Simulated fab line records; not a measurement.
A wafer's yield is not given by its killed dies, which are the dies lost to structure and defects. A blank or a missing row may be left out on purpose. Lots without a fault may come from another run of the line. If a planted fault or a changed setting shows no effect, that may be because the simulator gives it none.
Split-lot study | flow n5_finfet | on a route of 1938 steps: 7 lots, 21 wafers read

== ABOUT THE SPLIT ==
At N5_BEOL_M4_COAT_76 (time 60 s, resist thk 5 nm), the setting spin_rpm was moved away from the recipe's 1500 rpm on 7 of the 21 wafers read, by -10.3% to +10.9%. The other wafers ran this setting at the recipe's value.

== SPLIT TO READING: what lies between them in the file, 1 step ==
- N5_BEOL_M4_DESCUM_33: chemistry O2, time 7 s (also split here: time_s)

== THE READING ==
etch.depth_nm (the simulator's own value, which no gauge read), in nm, at N5_BEOL_M4_ETCH_77 (etches underlayer in N2/H2, target depth 6.5 nm, time 5.2 s). The file gives no usual value for it. Across the 14 wafers here that went through the recipe, the average is 5.001 nm and the standard deviation 0.019 nm.

wafer  | tool, chamber at the split | spin_rpm as run, rpm | against the recipe | etch.depth_nm, nm | against lot-mates on the recipe
L074.2 | litho_track-03, 0          | 1500                 | recipe             | 4.98              | -
L074.3 | litho_track-03, 0          | 1500                 | recipe             | 4.99              | -
L074.4 | litho_track-03, 0          | 1500                 | recipe             | 4.99              | -
L075.3 | litho_track-01, 0          | 1500                 | recipe             | 5.027             | -
L075.4 | litho_track-01, 0          | 1500                 | recipe             | 5.035             | -
L075.5 | litho_track-01, 0          | 1500                 | recipe             | 5.015             | -
L076.2 | litho_track-02, 0          | 1346                 | -10.3%             | 5.285             | +0.265
L076.5 | litho_track-02, 0          | 1500                 | recipe             | 5.02              | -
L076.6 | litho_track-02, 0          | 1346                 | -10.3%             | 5.284             | +0.264
L087.1 | litho_track-01, 0          | 1664                 | +10.9%             | 4.751             | no lot-mate on the recipe
L087.2 | litho_track-01, 0          | 1664                 | +10.9%             | 4.735             | no lot-mate on the recipe
L087.4 | litho_track-01, 0          | 1664                 | +10.9%             | 4.742             | no lot-mate on the recipe
L093.2 | litho_track-03, 0          | 1500                 | recipe             | 4.989             | -
L093.3 | litho_track-03, 0          | 1500                 | recipe             | 4.984             | -
L093.4 | litho_track-03, 0          | 1413                 | -5.8%              | 5.137             | +0.151
L094.1 | litho_track-02, 0          | 1500                 | recipe             | 5.023             | -
L094.2 | litho_track-02, 0          | 1500                 | recipe             | 5.006             | -
L094.5 | litho_track-02, 0          | 1562                 | +4.1%              | 4.915             | -0.099
L095.3 | litho_track-03, 0          | 1500                 | recipe             | 4.991             | -
L095.4 | litho_track-03, 0          | 1500                 | recipe             | 4.976             | -
L095.5 | litho_track-03, 0          | 1500                 | recipe             | 4.989             | -

FIT RESULTS
A straight line over all 21 wafers: etch.depth_nm changes by -0.025 nm for each +1% of spin_rpm; r = -0.99; the points scatter about the line by 0.019 nm.
The same after taking each lot's own level away (the mean of its wafers on the recipe; 18 wafers): -0.0256 nm for each +1%; r = -1.00; scatter 0.0061 nm.
On that fit, the largest move of spin_rpm shifts the reading by 0.28 nm.
From 4.9853 to 5.0257 nm: that is the span of the lots' own levels, equal to 2.2 times the standard deviation above.
Consequently the slope shifts little with the lot-to-lot level, the two slopes agreeing.
Check: +0.263 nm against its lot-mates is what the line predicts for one of the wafers moved furthest among these (-10.3%) when that wafer is left out of the fit. It came out at +0.265 nm against them.

== ADDITIONAL SPLITS CARRIED BY THESE WAFERS ==
Other splits were also applied to these wafers ahead of the reading. Each is held against what the fit with the lots' levels taken away leaves over:
other split on the same wafers | wafers away from the commonest value | r with etch.depth_nm (lot level and that fit taken away)
N5_BEOL_M4_DESCUM_33 time_s    | 4                                    | +0.18

== FILE'S OWN FIT ==
etch.depth_nm changes by -0.0256 nm for each +1% of spin_rpm, r = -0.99.
